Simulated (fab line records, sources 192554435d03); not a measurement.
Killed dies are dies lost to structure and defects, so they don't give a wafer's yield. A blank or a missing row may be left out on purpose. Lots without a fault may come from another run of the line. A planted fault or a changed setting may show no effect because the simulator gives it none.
fab line records | flow n5_finfet
record lots=7 wafers=19 last_day=18
route steps=1938 shown MOL_CONTACT_COAG@595 BEOL_M4@1111
lots that met no fault: from a run of the same line without faults
start_h: hours from the record's first day to the start of the lot's first wafer shown | wait_h: hours since the lot's step before | " the same as in the row above | L1.1+2: a row that stands for several wafers | - no value, or no start given | * or withheld: withheld | < > ~ a bound
route shown NAME@n: a module of which the file shows steps, and the number in the route of the first | usual: mean/standard deviation of fault-free wafers | same: alike in all rows | chamber/n: place in a boat | sites: the reading at each site | _std_site: their standard deviation | _edge_site: outer sites' mean less inner sites' | radius_mm: how far each site lies from the wafer's centre | mask NAME#n: copy n | behind: the tool/chamber that last shaped the wafer | hold: why the lot was held/for how many hours/how that ended | device: the transistor (n, p or np) that didn't switch | end of line: the same wafers' tests at the end of the route | a step without rows: its recipe alone | killed: dies lost to structure and defects at the first sort, not the wafer's yield | map: a wafer's dies, x killed, . not, _ none there
set.NAME: the setting as run; set.NAME@STEP: as run at that earlier step | model.NAME: the simulator's own value behind a step, which no gauge read
lots at some steps of the route; a table a step, a row a wafer
services: from which hour (start_h, from the record's first day; less than 0 if before it) a tool's chamber was out of use, for how many hours, and why
## steps
# step N5_MOL_CONTACT_COAG_COAT_64
# recipe resist=underlayer temp_c=205 time_s=60 spin_rpm=1500 resist_thk_nm=10
# step N5_MOL_CONTACT_COAG_COAT_34
# recipe resist=CAR-EUV spin_rpm=1500 resist_thk_nm=40
# step N5_MOL_CONTACT_COAG_EBR_36
# recipe solvent=PGMEA ebr_width_mm=1.5
# step N5_MOL_CONTACT_COAG_SOFTBAKE_35
# recipe temp_c=110 time_s=60 resist=CAR-EUV
# step N5_MOL_CONTACT_COAG_EXPOSE_37
# recipe mask_id=VD na=0.33 source_shape=annular sigma_inner=0.3 sigma_outer=0.7 polarization=unpolarized defocus_nm=0 dose_mj=62
# step N5_MOL_CONTACT_COAG_PEB_38
# recipe peb_temp_c=100 peb_time_s=60 resist=CAR-EUV
# step N5_MOL_CONTACT_COAG_DEVELOP_39
# recipe develop_time_s=30 developer=TMAH resist=CAR-EUV rinse_liquid=surfactant_rinse dry=air_spin dev_temp_c=23
# step N5_MOL_CONTACT_COAG_CD_MEAS_40
# recipe target_cd_nm=25.1 landing_energy_ev=500 detector=se_inlens polarity=opening
# usual cd_nm=25.10/0.29
# columns lot.wafer tool chamber start_h wait_h cd_nm
L614.1 cd_sem-03 0 138.08 - 25.35
L614.4 " 0 " " 25.27
L614.6 " 0 " " 24.84
L619.2 cd_sem-02 0 164.83 - 24.83
L619.4 " 0 " " 25.03
L619.5 " 0 " " 24.58
L623.5 cd_sem-01 0 188.66 - 24.60
L623.6 " 0 " " 25.01
L624.1 cd_sem-03 0 195.73 - 25.00
L624.5 " 0 " " 25.17
L624.6 " 0 " " 25.19
L625.5 cd_sem-01 0 203.56 - 24.60
L625.6 " 0 " " 24.84
L630.2 cd_sem-03 0 233.99 - 25.06
L630.5 " 0 " " 24.98
L630.6 " 0 " " 24.85
L631.1 cd_sem-01 0 240.25 - 25.11
L631.2 " 0 " " 24.83
L631.4 " 0 " " 25.06
# step N5_MOL_CONTACT_COAG_OVL_MEAS_41
# recipe points_per_wafer=522
# usual VD_OVL=0.0/0.67
# columns lot.wafer tool chamber start_h wait_h VD_OVL[nm]
L614.1 overlay-01 0 138.11 0.0 -0.3
L614.4 " 0 " " 0.9
L614.6 " 0 " " 0.2
L619.2 overlay-01 0 164.87 0.0 -1.0
L619.4 " 0 " " -0.7
L619.5 " 0 " " -0.5
L623.5 overlay-02 0 188.70 0.0 -0.5
L623.6 " 0 " " 0.3
L624.1 overlay-01 0 195.76 0.0 0.1
L624.5 " 0 " " 0.2
L624.6 " 0 " " 0.0
L625.5 overlay-01 0 203.61 0.0 0.1
L625.6 " 0 " " 0.3
L630.2 overlay-02 0 234.02 0.0 0.3
L630.5 " 0 " " -0.2
L630.6 " 0 " " -0.1
L631.1 overlay-02 0 240.28 0.0 -1.0
L631.2 " 0 " " -0.3
L631.4 " 0 " " -0.6
# step N5_MOL_CONTACT_COAG_INSPECT_42
# recipe mode=adi inspect_instrument=brightfield
# usual raw_defect_count=214/49
# columns lot.wafer tool chamber start_h wait_h raw_defect_count
L614.1 defect_inspect-02 - 138.17 0.1 190
L614.4 " - " " 186
L614.6 " - " " 188
L619.2 defect_inspect-02 - 164.92 0.0 233
L619.4 " - " " 234
L619.5 " - " " 190
L623.5 defect_inspect-02 - 188.74 0.0 172
L623.6 " - " " 162
L624.1 defect_inspect-02 - 195.82 0.1 199
L624.5 " - " " 254
L624.6 " - " " 164
L625.5 defect_inspect-02 - 203.65 0.0 150
L625.6 " - " " 128
L630.2 defect_inspect-02 - 234.07 0.0 209
L630.5 " - " " 328
L630.6 " - " " 254
L631.1 defect_inspect-02 - 240.34 0.1 365
L631.2 " - " " 461
L631.4 " - " " 157
# step N5_MOL_CONTACT_COAG_DESCUM_45
# recipe chemistry=O2 time_s=7 source_power_w=50 bias_power_w=20 pressure_mtorr=20 rf_frequency_hz=2.712e+07 temp_c=40 resist=CAR-EUV o2_flow_sccm=225
# usual drypump_motor_current_A=5.8/0.55 oes_product_au=0.77/0.06 rf_vpp_V=242.9/1.3 showerhead_plenum_p_Torr=2.08/0.061 throttle_valve_pct=20.56/0.28
# columns lot.wafer tool chamber start_h wait_h drypump_motor_current_A oes_product_au rf_hours_counter_h rf_vpp_V showerhead_plenum_p_Torr throttle_valve_pct
L614.1 rie_diel-04 1 138.25 0.1 6.0 0.73 203 243.1 2.09 20.94
L614.4 " 3 " " 5.3 0.77 152 241.7 2.02 20.60
L614.6 " 0 " " 6.8 0.73 - 241.2 2.00 20.80
L619.2 rie_diel-02 2 164.95 0.0 5.8 0.75 170 243.1 2.17 20.42
L619.4 " 3 " " 5.0 0.73 176 243.8 2.06 20.73
L619.5 " 1 " " 6.6 0.73 - 244.4 2.08 20.64
L623.5 rie_diel-02 2 188.79 0.0 5.9 0.74 - 245.5 2.17 20.45
L623.6 " 1 " " 6.6 0.73 - 242.4 2.08 20.66
L624.1 rie_diel-02 3 195.85 0.0 5.0 0.73 187 244.2 2.06 20.73
L624.5 " 3 " " 5.0 0.72 - 242.4 2.06 20.72
L624.6 " 2 " " 5.8 0.75 - 245.6 2.17 20.45
L625.5 rie_diel-02 2 203.69 0.0 5.8 0.76 - 243.3 2.17 20.45
L625.6 " 3 " " 5.0 0.73 - 241.2 2.06 20.72
L630.2 rie_diel-04 0 234.21 0.1 6.8 0.70 218 240.2 1.99 20.83
L630.5 " 2 " " 6.2 0.83 - 241.4 2.02 20.11
L630.6 " 3 " " 5.3 0.74 - 243.3 2.00 20.65
L631.1 rie_diel-01 0 240.38 0.0 5.3 0.85 65 241.8 2.12 20.44
L631.2 " 1 " " 5.5 0.80 89 243.7 2.14 20.46
L631.4 " 2 " " 5.1 0.77 111 242.8 2.03 20.48
# step N5_MOL_CONTACT_COAG_ETCH_65
# recipe chemistry=N2/H2 target=underlayer target_depth_a=130 mask_material=CAR-EUV time_s=10.4 ion_energy_ev=200 pressure_mtorr=30 source_w=840 bias_w=150 n2_flow_sccm=200 h2_flow_sccm=200 ends=cleared
# usual bias_w=150.0/0.46 drypump_motor_current_A=5.8/0.55 etch_rf_on_time_s=10.36/0.25 oes_product_au=0.65/0.051 rf_vpp_V=523.4/2.2 showerhead_plenum_p_Torr=2.53/0.073 throttle_valve_pct=18.0/0.31
# columns lot.wafer tool chamber start_h wait_h bias_w drypump_motor_current_A etch_rf_on_time_s oes_product_au rf_hours_counter_h rf_vpp_V showerhead_plenum_p_Torr throttle_valve_pct
L614.1 rie_diel-04 1 138.28 0.0 149.8 6.0 10.41 0.62 203 520.7 2.52 18.3
L614.4 " 3 " " 150.1 5.3 10.28 0.66 152 520.9 2.45 18.1
L614.6 " 0 " " 149.6 6.8 10.48 0.62 - 522.7 2.40 18.1
L619.2 rie_diel-02 2 164.99 0.0 150.0 5.9 10.08 0.65 170 526.3 2.64 17.8
L619.4 " 3 " " 149.5 5.0 10.04 0.63 176 523.9 2.54 18.4
L619.5 " 1 " " 150.1 6.6 10.27 0.61 - 524.4 2.54 18.2
L623.5 rie_diel-02 2 188.82 0.0 149.6 5.8 10.05 0.65 - 526.8 2.63 17.8
L623.6 " 1 " " 148.9 6.6 10.32 0.62 - 523.5 2.54 18.2
L624.1 rie_diel-02 3 195.89 0.0 150.0 5.0 10.05 0.63 187 523.5 2.53 18.4
L624.5 " 3 " " 150.4 5.0 10.07 0.62 - 522.9 2.53 18.4
L624.6 " 2 " " 150.3 5.8 10.03 0.65 - 525.8 2.63 17.8
L625.5 rie_diel-02 2 203.72 0.0 150.0 5.9 10.14 0.64 - 524.2 2.63 17.8
L625.6 " 3 " " 151.0 5.0 10.13 0.63 - 523.9 2.53 18.4
L630.2 rie_diel-04 0 234.24 0.0 149.8 6.8 10.37 0.60 218 521.6 2.39 18.1
L630.5 " 2 " " 150.1 6.1 10.04 0.73 - 522.9 2.47 17.6
L630.6 " 3 " " 149.8 5.3 10.39 0.63 - 521.5 2.43 18.2
L631.1 rie_diel-01 0 240.41 0.0 150.7 5.3 10.75 0.70 65 524.2 2.55 17.6
L631.2 " 1 " " 149.9 5.4 10.56 0.67 89 525.1 2.57 17.7
L631.4 " 2 " " 149.5 5.1 10.49 0.66 111 521.6 2.46 17.8
# step N5_MOL_CONTACT_COAG_ETCH_66
# recipe chemistry=CF4 target=SiARC target_depth_a=130 mask_material=CAR-EUV time_s=21.7 ion_energy_ev=80 pressure_mtorr=40 source_w=545 bias_w=36 Ar_flow_sccm=100 cf4_flow_sccm=100 ends=cleared
# usual bias_w=36.00/0.12 drypump_motor_current_A=5.8/0.55 etch_rf_on_time_s=21.6/0.48 oes_product_au=0.66/0.051 rf_vpp_V=183.9/1.1 showerhead_plenum_p_Torr=2.13/0.057 throttle_valve_pct=15.74/0.28
# columns lot.wafer tool chamber start_h wait_h bias_w drypump_motor_current_A etch_rf_on_time_s oes_product_au rf_hours_counter_h rf_vpp_V showerhead_plenum_p_Torr throttle_valve_pct
L614.1 rie_diel-04 1 138.30 0.0 36.14 6.0 22.0 0.62 203 184.2 2.12 16.02
L614.4 " 3 " " 36.05 5.3 21.7 0.66 152 183.5 2.06 15.79
L614.6 " 0 " " 36.11 6.8 22.0 0.62 - 182.6 2.04 15.95
L619.2 rie_diel-02 2 165.01 0.0 35.72 5.9 21.2 0.64 170 185.3 2.21 15.58
L619.4 " 3 " " 35.94 5.0 21.1 0.64 176 182.9 2.14 16.07
L619.5 " 1 " " 36.06 6.6 21.2 0.62 - 184.0 2.14 15.83
L623.5 rie_diel-02 2 188.85 0.0 36.14 5.8 15.0 0.80 - 186.2 2.21 15.62
L623.6 " 1 " " 35.96 6.6 15.3 0.76 - 184.2 2.13 15.86
L624.1 rie_diel-02 3 195.91 0.0 35.91 5.0 20.8 0.63 187 183.4 2.13 16.07
L624.5 " 3 " " 35.84 5.0 14.7 0.79 - 183.4 2.13 16.10
L624.6 " 2 " " 35.98 5.8 14.9 0.80 - 182.6 2.21 15.62
L625.5 rie_diel-02 2 203.76 0.0 36.04 5.8 14.8 0.80 - 185.7 2.21 15.61
L625.6 " 3 " " 36.07 5.0 14.6 0.78 - 184.7 2.13 16.09
L630.2 rie_diel-04 0 234.26 0.0 36.04 6.8 21.8 0.60 218 182.8 2.03 16.02
L630.5 " 2 " " 35.94 6.1 21.1 0.72 - 182.6 2.08 15.35
L630.6 " 3 " " 36.03 5.3 21.9 0.63 - 183.8 2.05 15.83
L631.1 rie_diel-01 0 240.43 0.0 35.99 5.3 21.9 0.71 65 183.9 2.16 15.57
L631.2 " 1 " " 35.98 5.4 21.7 0.68 89 184.1 2.17 15.52
L631.4 " 2 " " 35.89 5.1 22.0 0.66 111 183.1 2.07 15.63
# step N5_MOL_CONTACT_COAG_ALD_133
# recipe material=SiO2 target_thk_a=50 temp_c=100 ald_precursor_family=BDEAS ald_co_reactant=O2-plasma pulse_time_s=1 co_reactant_pulse_time_s=1 purge_time_s=2 co_reactant_purge_time_s=2 ald_cycles=35 pressure_torr=2
# usual heater_power_w=77/6.8 precursor_pulse_height_rel=1.000/0.02
# same pulse_time_s=1
# columns lot.wafer tool chamber start_h wait_h heater_power_w precursor_pulse_height_rel
L614.1 ald_sin-03 1 138.38 0.1 84 0.999
L614.4 " 0 " " 75 1.002
L614.6 " 1 " " 84 1.022
L619.2 ald_sin-02 1 165.09 0.1 77 0.999
L619.4 " 2 " " 78 1.007
L619.5 " 0 " " 66 0.966
L623.5 ald_sin-04 0 189.36 0.5 94 1.014
L623.6 " 2 " " 79 0.974
L624.1 ald_sin-03 0 196.02 0.1 70 0.998
L624.5 " 1 " " 82 0.976
L624.6 " 0 " " 72 0.973
L625.5 ald_sin-03 3 203.91 0.1 78 1.007
L625.6 " 1 " " 84 0.992
L630.2 ald_sin-04 1 234.34 0.1 73 1.014
L630.5 " 0 " " 94 1.004
L630.6 " 2 " " 80 1.010
L631.1 ald_sin-02 0 241.00 0.5 64 0.966
L631.2 " 1 " " 80 1.000
L631.4 " 0 " " 66 1.006
# step N5_BEOL_M4_RC_MEAS_101
# usual DIBL_N=36.4/1.7 DIBL_P=36.4/2.1 IOFF_N=0.16/0.035 IOFF_P=0.21/0.035 ION_N=680/11 ION_P=465/6.8 SS_N=71.5/0.58 SS_P=73.2/0.72 VT_N=249/3.6 VT_P=-250/3.1
# columns lot.wafer tool chamber start_h wait_h DIBL_N[mV/V] DIBL_P[mV/V] IOFF_N[nA/um] IOFF_P[nA/um] ION_N[uA/um] ION_P[uA/um] SS_N[mV/dec] SS_P[mV/dec] VT_N[mV] VT_P[mV]
L614.1 prober-01 0 214.30 0.0 36.1 35.9 0.15 0.24 676 472 71.9 72.8 250 -246
L614.4 " 0 " " 38.2 38.6 0.20 0.29 692 477 72.0 74.6 244 -247
L614.6 " 0 " " 36.8 36.1 0.17 0.24 691 473 71.5 73.3 249 -245
L619.2 prober-02 0 233.23 0.2 38.1 39.4 0.18 0.22 674 461 71.9 73.7 248 -250
L619.4 " 0 " " 35.0 36.0 0.14 0.18 674 461 71.0 72.9 251 -251
L619.5 " 0 " " 35.5 35.8 0.13 0.17 674 462 70.5 74.0 253 -252
L623.5 prober-02 0 261.36 0.6 33.8 34.0 0.12 0.16 668 455 70.9 72.2 253 -256
L623.6 " 0 " " 33.3 34.3 0.13 0.17 671 464 70.7 72.3 251 -252
L624.1 prober-01 0 268.45 0.0 36.0 36.6 0.15 0.19 662 455 71.2 73.0 252 -254
L624.5 " 0 " " 35.1 35.7 0.15 0.19 676 466 69.8 72.7 251 -251
L624.6 " 0 " " 34.2 34.0 0.12 0.16 676 461 70.7 72.3 257 -254
L625.5 prober-02 0 274.04 0.6 36.6 38.2 0.16 0.22 677 466 71.3 73.0 250 -249
L625.6 " 0 " " 34.9 35.5 0.12 0.18 669 461 71.4 72.3 255 -250
L630.2 prober-01 0 306.27 0.7 37.3 36.7 0.16 0.23 682 467 71.7 72.8 249 -247
L630.5 " 0 " " 35.5 34.1 0.14 0.19 683 469 71.3 73.1 252 -251
L630.6 " 0 " " 37.7 37.6 0.17 0.25 686 471 71.9 73.9 249 -247
L631.1 prober-01 0 309.46 0.0 37.1 37.3 0.17 0.24 685 471 71.3 73.8 249 -247
L631.2 " 0 " " 37.0 36.5 0.16 0.23 674 461 71.4 73.7 250 -248
L631.4 " 0 " " 36.6 35.0 0.15 0.21 668 462 71.9 73.1 251 -250
## services
# columns tool chamber start_h hours kind
rie_diel-04 0 143.65 8.5 repair
ald_sin-03 - 177.71 14.0 pm
ald_sin-03 0 177.71 15.3 vent_cycle
ald_sin-03 1 177.71 15.3 vent_cycle
ald_sin-03 2 177.71 31.7 vent_cycle
ald_sin-03 3 177.71 15.3 vent_cycle
rie_diel-02 0 211.43 - clean
rie_diel-02 0 211.43 - consumable_replace:focus_ring
rie_diel-02 0 211.43 15.1 scheduled_down
rie_diel-02 0 211.43 15.1 vent_cycle
ald_sin-02 3 219.01 84.8 repair
rie_diel-01 - 226.88 11.4 repair
## key
first_sign step=N5_MOL_CONTACT_COAG_ETCH_66 reading=etch_rf_on_time_s direction=down sigmas=14 usual=* struck=*
effect step=N5_MOL_CONTACT_COAG_ETCH_66 reading=oes_product_au direction=up sigmas=2.6 usual=0.66 struck=0.79
met_at N5_MOL_CONTACT_COAG_ETCH_66
struck_wafers L623.5,L623.6,L624.5,L624.6,L625.5,L625.6
onset_between 165.01 188.85
fault kind=process_parameter_drift tool=rie_diel-02 chamber=- onset_h=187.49 steps=N5_MOL_CONTACT_COAG_ETCH_66 channel=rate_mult offset=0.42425 shape=step end_h=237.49 scope=struck_wafers_only
